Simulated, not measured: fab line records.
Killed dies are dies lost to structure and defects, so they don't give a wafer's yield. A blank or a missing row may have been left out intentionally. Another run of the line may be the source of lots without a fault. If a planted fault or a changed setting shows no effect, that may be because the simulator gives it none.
What tool caused it? -- flow n5 finfet -- Sampling: 10 lots, 30 wafers, 4 of 1938 route steps

== WHAT EACH GAUGE READ, for each wafer ==
N5_BEOL_M11_CD_MEAS_28 targets a cd of 70 nm.
lot,measured,on,cd nm (nm)
L573,day 10 19:45,cd sem-01,70.6 69.3 69.9
L572,day 10 22:59,cd sem-02,69.1 70.3 70.4
L571,day 11 03:40,cd sem-01,68.3 70.0 68.8
L576,day 11 15:32,cd sem-03,70.4 69.9 71.0
L579,day 12 12:37,cd sem-02,69.9 70.1 69.8
L585,day 14 01:33,cd sem-01,64.1 62.9 63.4
L587,day 14 16:04,cd sem-01,71.4 71.4 69.6
L588,day 15 01:08,cd sem-02,69.8 68.8 69.0
L590,day 15 15:53,cd sem-02,70.1 69.6 68.3
L589,day 15 15:43,cd sem-02,63.9 64.6 64.3

== EACH LOT AND THE TOOL THAT RAN IT (in order: tool; ch and the chambers of the sampled wafers; start) ==
lot,N5_BEOL_M10_ETCH_41,N5_BEOL_M10_CURE_72,N5_BEOL_M11_EXPOSE_25
L573,"rie diel-04 ch 0,2, day 10 13:27 or earlier","uv cure-01 ch 0, day 10 13:27","arfi scanner-02 ch 0, day 10 19:38"
L572,"rie diel-04 ch 1,2, day 10 18:28 or earlier","uv cure-01 ch 2, day 10 18:28","arfi scanner-01 ch 0, day 10 22:52"
L571,"rie diel-04 ch 0,2,3, day 10 21:14 or earlier","uv cure-02 ch 0, day 10 21:14","arfi scanner-01 ch 0, day 11 03:33"
L576,"rie diel-04 ch 0,2, day 11 08:36 or earlier","uv cure-01 ch 0, day 11 08:36","arfi scanner-02 ch 0, day 11 15:23"
L579,"rie diel-04 ch 1,3, day 12 06:39 or earlier","uv cure-01 ch 2, day 12 06:39","arfi scanner-02 ch 0, day 12 12:29"
L585,"rie diel-05 ch 0,1,2, day 13 19:44 or earlier","uv cure-03 ch 1, day 13 19:44","arfi scanner-02 ch 0, day 14 01:26"
L587,"rie diel-02 ch 0,2, day 14 07:08 or earlier","uv cure-03 ch 1, day 14 07:08","arfi scanner-03 ch 0, day 14 15:56"
L588,"rie diel-05 ch 0,2,3, day 14 16:46 or earlier","uv cure-03 ch 2, day 14 16:46","arfi scanner-01 ch 0, day 15 01:01"
L590,"rie diel-04 ch 0,1,2, day 15 02:19 or earlier","uv cure-03 ch 2, day 15 02:19","arfi scanner-03 ch 0, day 15 15:46"
L589,"rie diel-02 ch 0,1,3, day 15 02:21 or earlier","uv cure-02 ch 0, day 15 02:21","arfi scanner-02 ch 0, day 15 15:35"
- N5_BEOL_M10_ETCH_41: etches SiCN in CH3F/O2, target depth 42.6 nm, time 86 s.
- N5_BEOL_M10_CURE_72: cures SiCOH lowk, time 120 s.
- N5_BEOL_M11_EXPOSE_25: exposes mask V10.

== AS READ BY THE TOOLS THEMSELVES (means over the sampled wafers that have a number; for cases with no such wafer, the mark the record gives instead) ==
N5_BEOL_M10_ETCH_41.
lot,tool,drypump motor current A (A),oes product au (a.u.),rf fwd power W (W),rf vpp V (V),showerhead plenum p Torr (Torr),throttle valve pct (%)
L573,rie diel-04,5.5,0.74,392.0,295.6,1.92,16.42
L572,rie diel-04,5.1,0.75,392.4,298.1,2.03,16.49
L571,rie diel-04,5.4,0.75,392.3,295.7,1.91,16.35
L576,rie diel-04,5.5,0.73,392.7,295.4,1.91,16.42
L579,rie diel-04,5.4,0.69,392.2,296.7,2.00,16.55
L585,rie diel-05,5.4,0.71,392.0,296.9,1.98,16.29
L587,rie diel-02,5.8,0.68,392.9,298.7,2.00,16.58
L588,rie diel-05,5.5,0.75,393.2,297.8,2.05,16.18
L590,rie diel-04,5.3,0.79,392.0,296.5,1.96,16.37
L589,rie diel-02,5.4,0.75,391.6,297.1,1.98,16.31

N5_BEOL_M10_CURE_72.
lot,tool,lamp power pct (%),wafer_temp_C_max
L573,uv cure-01,52.31,371.1
L572,uv cure-01,52.31,372.3
L571,uv cure-02,52.29,372.1
L576,uv cure-01,52.26,371.0
L579,uv cure-01,52.33,372.8
L585,uv cure-03,52.31,372.7
L587,uv cure-03,52.30,372.3
L588,uv cure-03,52.32,372.9
L590,uv cure-03,52.34,373.6
L589,uv cure-02,52.31,371.8

N5_BEOL_M11_EXPOSE_25.
lot,tool,exposure dose mJ cm2
L573,arfi scanner-02,85.53
L572,arfi scanner-01,85.36
L571,arfi scanner-01,85.42
L576,arfi scanner-02,85.58
L579,arfi scanner-02,85.48
L585,arfi scanner-02,79.37
L587,arfi scanner-03,85.44
L588,arfi scanner-01,85.39
L590,arfi scanner-03,85.41
L589,arfi scanner-02,80.66

== THE ANSWER, worked out from the rows above alone ==
Rule: the lots themselves supply what counts as usual. The widest of any qualifying gaps counts: lots, ordered by their means at a reading, are off when they make up no more than a third of the lots, leave a main group of 4 or more, and stand apart from it by 3 or more times the standard deviation of that group's means. A main group whose means are all the same, to the digits that the tables above print for the reading, isn't used. A lot without any number at a reading at which 4 lots or more have one is off too. Any other lot the step has rows for is counted as sound. The gauges are gone through in route order, then the tools' own readings, and for those a lot's mean is taken as printed above. The first step at which some lot is off is used, and at that step the reading that is off furthest; a lot without a number counts as furthest.
Off at N5_BEOL_M11_CD_MEAS_28 (cd nm): L585, L589. The main group: mean 69.8 nm, standard deviation 0.57.
A tool fits if, at a process step before that reading, it ran every lot that is off, and no sound lot after the first of them. Not tried: the gauges at N5_BEOL_M11_CD_MEAS_28; whatever is off there is also off at N5_BEOL_M11_EXPOSE_25, on other tools, and gauge error can't account for it. With no start given for some of its lots, N5_BEOL_M10_ETCH_41 uses the hours and lot order of N5_BEOL_M10_CURE_72. One fits: arfi scanner-02 at N5_BEOL_M11_EXPOSE_25. Its last sound lot is L579 (day 12 12:29), its first lot that is off L585 (day 14 01:26): a fault that began between those two fits.
The tool's own readings at N5_BEOL_M11_EXPOSE_25 bear it out: on the lots that are off they differ by more than 5 times the standard deviation of the sound lots' means. exposure dose mJ cm2 reads 80.02 there against 85.45 on the sound lots.

== WHAT THE SIMULATOR HAD INSERTED ==
Process parameters drifting: arfi scanner-02 at N5_BEOL_M11_EXPOSE_25, beginning at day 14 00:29. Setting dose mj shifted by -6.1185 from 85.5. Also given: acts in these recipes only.
Struck lots among those shown: L585, L589. The rule given above showed the same thing.
